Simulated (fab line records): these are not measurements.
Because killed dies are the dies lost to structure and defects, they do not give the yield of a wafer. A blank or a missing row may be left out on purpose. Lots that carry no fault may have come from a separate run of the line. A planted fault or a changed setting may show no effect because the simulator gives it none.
Lot-split experiment ; flow n5_finfet ; on a route of 1938 steps: 7 lots, 39 wafers read

## THE SPLIT ITSELF
At N5_MOL_CONTACT_COAG_PRECLEAN_111 (cleans in NF3:NH3, afs cycles 1, time 20 s, sublimation time 60 s), the setting time_s was moved away from the recipe's 20 s on 18 of the 39 wafers read, by -49.4% to +52.4%. The other wafers ran this setting at the recipe's value.

## FROM THE SPLIT TO THE READING: what the file shows between them, 9 steps
- N5_MOL_CONTACT_COAG_TI_SIL_19: material Ti, target thk 4.2 nm, time 15 s
- N5_MOL_CONTACT_COAG_ALD_20: deposits TiN, target thk 1.5 nm, pulse time 1 s, purge time 3 s
- N5_MOL_CONTACT_COAG_PRECLEAN_125: cleans in DIW, time 57.5 s
- N5_MOL_CONTACT_COAG_SRD_126: dry time 32 s
- N5_MOL_CONTACT_COAG_CMP_23: polishes, stops on SiO2, t overpolish 1.5 s, target thk 0 nm
- N5_MOL_CONTACT_COAG_WET_ETCH_26: target Co, target depth 13 nm
- N5_MOL_CONTACT_COAG_WET_ETCH_116: etches the open film in SC1-inhibited, target depth 4.6 nm, rinse time 30 s
- N5_MOL_CONTACT_COAG_ALD_27: deposits SiOC, target thk 17 nm, pulse time 1.5 s, time 2720 s
- N5_MOL_CONTACT_COAG_CMP_28: polishes, stops on SiNx, t overpolish 0.85 s, target thk 14.522 nm

## THE READING
Values of MD_CAP_THK in nm from N5_MOL_CONTACT_COAG_THK_MEAS_29. Typical for fault-free wafers on this fab line: 17.92 nm, with standard deviation 0.08 nm.

wafer;tool, chamber at the split;time_s as run, s;against the recipe;MD_CAP_THK, nm;against lot-mates on the recipe
L084.1;remote_plasma-02, 0;28.69;+43.5%;17.76;-0.19
L084.2;remote_plasma-02, 0;20;recipe;17.97;-
L084.3;remote_plasma-02, 0;28.69;+43.5%;17.69;-0.26
L084.4;remote_plasma-02, 0;20;recipe;17.93;-
L084.5;remote_plasma-02, 0;28.69;+43.5%;17.59;-0.36
L084.6;remote_plasma-02, 0;20;recipe;17.95;-
L085.3;remote_plasma-02, 0;20;recipe;18.02;-
L085.4;remote_plasma-02, 0;20;recipe;17.97;-
L085.6;remote_plasma-02, 0;20;recipe;18.01;-
L089.1;remote_plasma-01, 0;30.49;+52.4%;17.56;-0.41
L089.2;remote_plasma-01, 0;20;recipe;18.01;-
L089.3;remote_plasma-01, 0;20;recipe;17.89;-
L089.4;remote_plasma-01, 0;30.49;+52.4%;17.63;-0.34
L089.5;remote_plasma-01, 0;30.49;+52.4%;17.55;-0.42
L089.6;remote_plasma-01, 0;20;recipe;18.00;-
L090.1;remote_plasma-01, 1;28.7;+43.5%;17.61;-0.21
L090.2;remote_plasma-01, 1;28.7;+43.5%;17.55;-0.27
L090.3;remote_plasma-01, 1;20;recipe;17.82;-
L090.4;remote_plasma-01, 1;28.7;+43.5%;17.57;-0.25
L090.5;remote_plasma-01, 1;20;recipe;17.83;-
L090.6;remote_plasma-01, 1;20;recipe;17.81;-
L091.1;remote_plasma-01, 1;15.19;-24.1%;18.02;+0.14
L091.2;remote_plasma-01, 1;20;recipe;17.95;-
L091.3;remote_plasma-01, 1;20;recipe;17.89;-
L091.4;remote_plasma-01, 1;15.19;-24.1%;18.01;+0.13
L091.5;remote_plasma-01, 1;15.19;-24.1%;18.10;+0.22
L091.6;remote_plasma-01, 1;20;recipe;17.80;-
L095.1;remote_plasma-01, 1;10.12;-49.4%;18.14;+0.31
L095.2;remote_plasma-01, 1;20;recipe;17.77;-
L095.3;remote_plasma-01, 1;10.12;-49.4%;18.10;+0.27
L095.4;remote_plasma-01, 1;20;recipe;17.90;-
L095.5;remote_plasma-01, 1;10.12;-49.4%;18.19;+0.36
L095.6;remote_plasma-01, 1;20;recipe;17.82;-
L097.1;remote_plasma-01, 0;10.59;-47.1%;18.30;+0.39
L097.2;remote_plasma-01, 0;20;recipe;17.87;-
L097.3;remote_plasma-01, 0;20;recipe;17.93;-
L097.4;remote_plasma-01, 0;20;recipe;17.94;-
L097.5;remote_plasma-01, 0;10.59;-47.1%;18.26;+0.35
L097.6;remote_plasma-01, 0;10.59;-47.1%;18.13;+0.22

FIT RESULTS
A straight line over all 39 wafers: MD_CAP_THK changes by -0.00607 nm for each +1% of time_s; r = -0.93; the points scatter about the line by 0.073 nm.
The same after taking each lot's own level away (the mean of its wafers on the recipe; 39 wafers): -0.00654 nm for each +1%; r = -0.97; scatter 0.05 nm.
The reading moves by 0.34 nm for the largest change in time_s, on that fit.
From 17.820 to 18.000 nm: that is the span of the lots' own levels, equal to 2.3 times the standard deviation above.
The two slopes agree, so the slope changes little with the lot-to-lot level.
Check: for one of the wafers moved furthest among these (+52.4%), held out of the fit, the line's prediction against its lot-mates is -0.335 nm. It came out at -0.407 nm against them.

## ADDITIONAL SPLITS CARRIED BY THESE WAFERS
These wafers also went through other splits before the reading. Each is held against what the fit with the lots' levels taken away leaves over:
other split on the same wafers;wafers away from the commonest value;r with MD_CAP_THK (lot level and that fit taken away)
N5_FIN_SAQP_ETCH_69 target_depth_a;18;+0.17
N5_SD_EPI_P_EPI_21 epi_growth_time_s;15;-0.12

## THE WHOLE CHAIN: every reading that the file lists as answering this split, in the file's order
step;what it does;reading;change (the file's fit);r (the file's)
N5_MOL_CONTACT_COAG_PRECLEAN_111;cleans in NF3:NH3, afs cycles 1, time 20 s, sublimation time 60 s;SiNx_of_SPACER0_ALD_07.thk_nm (the simulator's own value, which no gauge read);-0.0075 nm for each +1% of the setting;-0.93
N5_MOL_CONTACT_COAG_PRECLEAN_111;cleans in NF3:NH3, afs cycles 1, time 20 s, sublimation time 60 s;SiNx_of_GATE_CUT_SAC_CAP_01.thk_nm (the simulator's own value, which no gauge read);-0.00755 nm for each +1% of the setting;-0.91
N5_MOL_CONTACT_COAG_CMP_23;polishes, stops on SiO2, t overpolish 1.5 s, target thk 0 nm;SiNx_of_GATE_CUT_SAC_CAP_01.thk_nm (the simulator's own value, which no gauge read);-0.00701 nm for each +1% of the setting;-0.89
N5_MOL_CONTACT_COAG_WET_ETCH_26;target Co, target depth 13 nm;SiNx_of_GATE_CUT_SAC_CAP_01.thk_nm (the simulator's own value, which no gauge read);-0.00686 nm for each +1% of the setting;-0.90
N5_MOL_CONTACT_COAG_WET_ETCH_116;etches the open film in SC1-inhibited, target depth 4.6 nm, rinse time 30 s;SiNx_of_GATE_CUT_SAC_CAP_01.thk_nm (the simulator's own value, which no gauge read);-0.00674 nm for each +1% of the setting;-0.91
N5_MOL_CONTACT_COAG_CMP_28;polishes, stops on SiNx, t overpolish 0.85 s, target thk 14.522 nm;SiNx_of_GATE_CUT_SAC_CAP_01.thk_nm (the simulator's own value, which no gauge read);-0.00718 nm for each +1% of the setting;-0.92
N5_MOL_CONTACT_COAG_THK_MEAS_29;;MD_CAP_THK;-0.00656 for each +1% of the setting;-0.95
N5_MOL_CONTACT_COAG_ETCH_47;etches SiNx in CH3F/O2, stops on W, target depth 27 nm;etch.depth_nm (the simulator's own value, which no gauge read);-0.00685 nm for each +1% of the setting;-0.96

## THE FILE'S OWN FIT
MD_CAP_THK changes by -0.00656 nm for each +1% of time_s, r = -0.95.
